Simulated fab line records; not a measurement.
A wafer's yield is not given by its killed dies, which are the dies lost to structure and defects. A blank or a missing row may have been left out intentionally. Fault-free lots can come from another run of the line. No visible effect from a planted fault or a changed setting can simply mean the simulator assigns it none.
Matching of chambers	flow nandHarc	rieDiel-12 running NHARC_A_BLC_STRIP_21: 4 sister chambers
The step strips in O2. 4 wafers are shown with their chamber, then 12 later ones without.

== WAFERS WITH THEIR CHAMBER ==
wafer	chamber	showerheadPlenumPTorr (Torr)
L092.2	1	3.68
L094.2	3	3.50
L094.3	0	3.62
L094.4	2	3.39

== WAFERS MISSING THEIR CHAMBER ==
wafer	showerheadPlenumPTorr (Torr)
L095.1	3.67
L095.2	3.39
L095.3	3.62
L093.1	3.39
L093.3	3.67
L093.4	3.50
L096.2	3.50
L096.5	3.62
L096.6	3.67
L097.1	3.62
L097.3	3.67
L097.5	3.39

== THE CHAMBER EACH PASSED THROUGH ==
wafer	from the rows above	in truth
L095.1	1	1
L095.2	2	2
L095.3	0	0
L093.1	2	2
L093.3	1	1
L093.4	3	3
L096.2	3	3
L096.5	0	0
L096.6	1	1
L097.1	0	0
L097.3	1	1
L097.5	2	2
Correctly placed: 12 of 12. Can't be placed from these rows: 0. Placed wrongly: 0.
How it was worked out, from the rows above alone: a wafer's distance from a chamber is the root of the sum, over the readings, of the square of ((its reading less the chamber's mean) divided by the reading's scatter). The wafer belongs to the nearest chamber; if the next one is less than 2 further off, it can't be placed. A chamber's mean is the mean of its shown wafers. The scatter (one wafer shown for each chamber): square how far every hidden wafer sits from the nearest shown wafer, average those squares and take the square root.
